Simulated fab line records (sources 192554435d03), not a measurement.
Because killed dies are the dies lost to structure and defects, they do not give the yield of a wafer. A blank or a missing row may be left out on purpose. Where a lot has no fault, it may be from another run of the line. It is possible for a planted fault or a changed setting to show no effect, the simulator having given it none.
Split-lot experiment -- flow n5Finfet -- on a route of 1938 steps: 7 lots, 39 wafers read

## THE SPLIT ITSELF
At N5_BEOL_M13_TRENCH_ETCH_34 (etches SiOC in C4F8/O2/Ar, target depth 413.47 nm, time 162.6 s), the setting timeS was moved away from the recipe's 162.6 s on 12 of the 39 wafers read, by -55.0% to +55.3%. For the rest of the wafers, this setting stayed at what the recipe calls for.

## FROM THE SPLIT TO THE READING: what the file shows between them, 7 steps
- N5_BEOL_M13_STRIP_70: strips in C4F8/O2/Ar
- N5_BEOL_M13_OCD_MEAS_35
- N5_BEOL_M13_STRIP_37: strips in N2/H2
- N5_BEOL_M13_ETCH_38: etches SiCN in CF4/N2, target depth 67.5 nm, time 71.9 s
- N5_BEOL_M13_ECD_47: material Cu, target thk 936 nm
- N5_BEOL_M13_ANNEAL_48: time 90 s
- N5_BEOL_M13_CMP_49: polishes, stops on SiOC, t overpolish 17.1 s, target thk 420 nm

## THE READING
M13_THK, in nm, at N5_BEOL_M13_THK_MEAS_50 (measures by xrf). Fault-free wafers of this fab line usually give 426 nm, standard deviation 8.3 nm.

wafer,"tool, chamber at the split","timeS as run, s",against the recipe,"M13_THK, nm",against lot-mates on the recipe
L076.2,"rieDiel-05, 3",162.6,recipe,422,-
L076.5,"rieDiel-05, 2",162.6,recipe,423,-
L076.6,"rieDiel-05, 3",162.6,recipe,420,-
L080.1,"rieDiel-05, 1",162.6,recipe,438,-
L080.2,"rieDiel-05, 2",162.6,recipe,425,-
L080.3,"rieDiel-05, 0",162.6,recipe,413,-
L080.4,"rieDiel-05, 3",162.6,recipe,418,-
L080.5,"rieDiel-05, 2",162.6,recipe,426,-
L080.6,"rieDiel-05, 1",162.6,recipe,434,-
L084.1,"rieDiel-05, 3",162.6,recipe,422,-
L084.2,"rieDiel-05, 1",162.6,recipe,434,-
L084.3,"rieDiel-05, 2",162.6,recipe,429,-
L084.4,"rieDiel-05, 0",162.6,recipe,419,-
L084.5,"rieDiel-05, 3",162.6,recipe,416,-
L084.6,"rieDiel-05, 2",162.6,recipe,425,-
L085.1,"rieDiel-03, 0",73.18,-55.0%,196,-227
L085.2,"rieDiel-03, 1",73.18,-55.0%,193,-230
L085.3,"rieDiel-03, 2",162.6,recipe,430,-
L085.4,"rieDiel-03, 3",162.6,recipe,411,-
L085.5,"rieDiel-03, 3",73.18,-55.0%,189,-234
L085.6,"rieDiel-03, 0",162.6,recipe,427,-
L083.1,"rieDiel-05, 0",236.3,+45.3%,600,+177
L083.2,"rieDiel-05, 1",236.3,+45.3%,629,+206
L083.3,"rieDiel-05, 3",162.6,recipe,419,-
L083.4,"rieDiel-05, 2",162.6,recipe,427,-
L083.5,"rieDiel-05, 2",162.6,recipe,424,-
L083.6,"rieDiel-05, 3",236.3,+45.3%,602,+179
L088.1,"rieDiel-05, 1",252.5,+55.3%,694,+270
L088.2,"rieDiel-05, 0",162.6,recipe,425,-
L088.3,"rieDiel-05, 3",162.6,recipe,421,-
L088.4,"rieDiel-05, 2",162.6,recipe,426,-
L088.5,"rieDiel-05, 2",252.5,+55.3%,663,+239
L088.6,"rieDiel-05, 3",252.5,+55.3%,666,+242
L089.1,"rieDiel-03, 0",162.6,recipe,431,-
L089.2,"rieDiel-03, 1",252.1,+55.0%,663,+232
L089.3,"rieDiel-03, 2",162.6,recipe,428,-
L089.4,"rieDiel-03, 3",252.1,+55.0%,644,+213
L089.5,"rieDiel-03, 0",162.6,recipe,435,-
L089.6,"rieDiel-03, 1",252.1,+55.0%,670,+239

THE FIT
A straight line over all 39 wafers: M13_THK changes by +4.28 nm for each +1% of timeS; r = +1.00; the points scatter about the line by 9.5 nm.
The same after taking each lot's own level away (the mean of its wafers on the recipe; 39 wafers): +4.25 nm for each +1%; r = +1.00; scatter 9.6 nm.
The reading moves by 2.3e+02 nm for the largest change in timeS, on that fit.
The lots' own levels span 421.7 to 431.3 nm, that is 1.2 times the standard deviation above.
Hence the lot-to-lot level has little effect on the slope; both slopes agree.
Check: +232 nm against its lot-mates is what the line predicts for one of the wafers moved furthest among these (+55.3%) when that wafer is left out of the fit. It came out at +270 nm against them.

## ADDITIONAL SPLITS CARRIED BY THESE WAFERS
Before the reading, these wafers also passed through other splits. Each is held against what the fit with the lots' levels taken away leaves over:
other split on the same wafers,wafers away from the commonest value,r with M13_THK (lot level and that fit taken away)
N5_BEOL_M9_ILD_DEP_00 targetThkA,12,-0.01
N5_BEOL_M12_ETCH_68 targetDepthA,12,-0.04

## THE WHOLE CHAIN: every reading that the file lists as answering this split, in the file's order
step,what it does,reading,change (the file's fit),r (the file's)
N5_BEOL_M13_TRENCH_ETCH_34,"etches SiOC in C4F8/O2/Ar, target depth 413.47 nm, time 162.6 s","etch.depthNm (the simulator's own value, which no gauge read)",+4.13 nm for each +1% of the setting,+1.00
N5_BEOL_M13_OCD_MEAS_35,,trenchDepthNm,+4.13 nm for each +1% of the setting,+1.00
N5_BEOL_M13_CMP_49,"polishes, stops on SiOC, t overpolish 17.1 s, target thk 420 nm","Cu_of_BEOL_M13_ECD_47.thkNm (the simulator's own value, which no gauge read)",+4.12 nm for each +1% of the setting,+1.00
N5_BEOL_M13_THK_MEAS_50,measures by xrf,M13_THK,+4.26 for each +1% of the setting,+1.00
N5_BEOL_M13_RS_MEAS_54,measures by four-point-probe,M13_RS,"not straight: 0.1030 at the lowest setting, 0.0452 at the recipe, 0.0284 at the highest",not given

## FILE'S OWN FIT
M13_THK changes by +4.26 nm for each +1% of timeS, r = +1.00.
